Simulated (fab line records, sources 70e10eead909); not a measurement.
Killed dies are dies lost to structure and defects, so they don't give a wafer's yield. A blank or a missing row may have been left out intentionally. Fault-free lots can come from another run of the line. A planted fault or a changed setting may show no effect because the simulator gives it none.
Matching of chambers | flow nand_harc | NHARC_A_SLIT_DEP_25 on pecvd-01 has 3 sister chambers
The step deposits SiO2, target thk 200 nm. 14 wafers are shown with their chamber, then 7 later ones without.

## EACH WAFER AND ITS CHAMBER
wafer  | chamber | heater_power_w (W) | heater_power_outer_w (W) | throttle_valve_pct (%)
L847.1 | 1       | 674                | 360                      | 16.0
L847.2 | 2       | 574                | 307                      | 15.7
L847.5 | 1       | 690                | 373                      | 16.2
L848.1 | 2       | 443                | 211                      | 15.7
L848.3 | 1       | 642                | 335                      | 16.1
L848.5 | 1       | 650                | 341                      | 16.1
L853.1 | 2       | 532                | 280                      | 15.9
L853.2 | 1       | 667                | 350                      | 15.6
L853.5 | 0       | 598                | 297                      | 16.1
L856.2 | 2       | 490                | 242                      | 15.5
L856.5 | 0       | 553                | 279                      | 16.0
L856.6 | 1       | 657                | 344                      | 15.7
L857.3 | 2       | 579                | 314                      | 15.8
L857.4 | 1       | 731                | 397                      | 16.0

SIGNATURES (means of the wafers above)
reading              | chamber 0 | chamber 1 | chamber 2 | scatter within a chamber
heater_power_w       | 575.50    | 673.00    | 523.60    | 42.4
heater_power_outer_w | 288.00    | 357.14    | 270.80    | 31.1
throttle_valve_pct   | 16.050    | 15.957    | 15.720    | 0.188
Rule: a wafer lies at a distance from a chamber equal to the root of the sum of squares, over the readings, of (its reading less the chamber's mean, divided by the reading's scatter). If the next closest chamber is less than 2 further off than the closest, the wafer can't be placed; otherwise it belongs to the closest. The scatter is the square root of a quotient: the sum, over the shown wafers, of each reading's squared deviation from its chamber's mean, divided by wafers minus chambers.

## WAFERS MISSING THEIR CHAMBER
wafer  | heater_power_w (W) | heater_power_outer_w (W) | throttle_valve_pct (%)
L857.5 | 586                | 316                      | 15.9
L863.1 | 527                | 262                      | 16.2
L863.2 | 606                | 341                      | 16.1
L863.5 | 636                | 345                      | 16.0
L865.1 | 493                | 239                      | 15.7
L865.2 | 689                | 365                      | 15.6
L865.6 | 694                | 373                      | 16.0

## EACH ONE'S CHAMBER
wafer  | from the rows above          | in truth
L857.5 | can't be placed: 0 or 2 or 1 | 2
L863.1 | can't be placed: 0 or 2      | 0
L863.2 | can't be placed: 1 or 0 or 2 | 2
L863.5 | can't be placed: 1 or 0      | 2
L865.1 | can't be placed: 2 or 0      | 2
L865.2 | 1                            | 1
L865.6 | 1                            | 1
2 of 7 placed correctly. These rows do not allow placing 5 (true chamber among the candidates in 4). 0 placed wrongly.
